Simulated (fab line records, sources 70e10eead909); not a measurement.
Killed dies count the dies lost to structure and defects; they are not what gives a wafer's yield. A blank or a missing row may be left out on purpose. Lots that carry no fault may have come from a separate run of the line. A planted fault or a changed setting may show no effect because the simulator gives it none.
Which tool did it? -- flow nand_harc -- 6 lots, 18 wafers sampled, at 3 steps of a route of 1159

== WHAT THE GAUGES READ, wafer by wafer ==
NHARC_P_ZERO_WELL_CD_MEAS_37 targets a cd of 720 nm.
lot,measured,on,cd_nm (nm)
L166,day 2 10:16,cd_sem-02,721.2 719.1 718.0
L170,day 3 10:07,cd_sem-03,722.1 722.3 719.2
L178,day 5 09:52,cd_sem-02,718.2 717.0 717.3
L181,day 6 04:18,cd_sem-03,720.7 719.7 717.1
L183,day 6 16:07,cd_sem-03,720.0 717.0 719.8
L186,day 7 10:08,cd_sem-03,722.7 720.4 720.8

== WHICH TOOL RAN EACH LOT (tool, then ch and the chambers of the sampled wafers, then the start) ==
lot,NHARC_P_ZERO_WELL_DESCUM_26,NHARC_P_ZERO_WELL_EXPOSE_34
L166,"rie_diel-09 ch 0,2,3, day 2 08:45","krf_scanner-01 ch 0, day 2 10:07"
L170,"rie_diel-04 ch 1,2,3, day 3 08:45","krf_scanner-01 ch 0, day 3 09:57"
L178,"rie_diel-12 ch 0,2,3, day 5 08:32","krf_scanner-01 ch 0, day 5 09:43"
L181,"rie_diel-09 ch 2,3, day 6 02:49","krf_scanner-02 ch 0, day 6 04:08"
L183,"rie_diel-09 ch 1,3, day 6 14:42","krf_scanner-01 ch 0, day 6 15:58"
L186,"rie_diel-09 ch 1,2, day 7 08:39","krf_scanner-01 ch 0, day 7 09:58"
- NHARC_P_ZERO_WELL_DESCUM_26: chemistry O2, time 3 s.
- NHARC_P_ZERO_WELL_EXPOSE_34: exposes mask P PWELL, target cd 720 nm.

== THE ANSWER, worked out from the rows above alone ==
Rule: the usual values come from the lots themselves. Put in order of their means at a reading, lots are off if they are a third of the lots or fewer, leave a main group of 4 or more, and stand apart from it by a gap of 3 or more times the standard deviation of the main group's means; of several such gaps the widest counts. A main group is skipped when, at the precision printed for the reading in the tables above, its means are all equal. A lot without any number at a reading at which 4 lots or more have one is off too. The other lots that the step has rows for count as sound.
No lot is off on any of the readings shown, so nothing can be concluded from this.

== WHAT THE SIMULATOR PUT IN ==
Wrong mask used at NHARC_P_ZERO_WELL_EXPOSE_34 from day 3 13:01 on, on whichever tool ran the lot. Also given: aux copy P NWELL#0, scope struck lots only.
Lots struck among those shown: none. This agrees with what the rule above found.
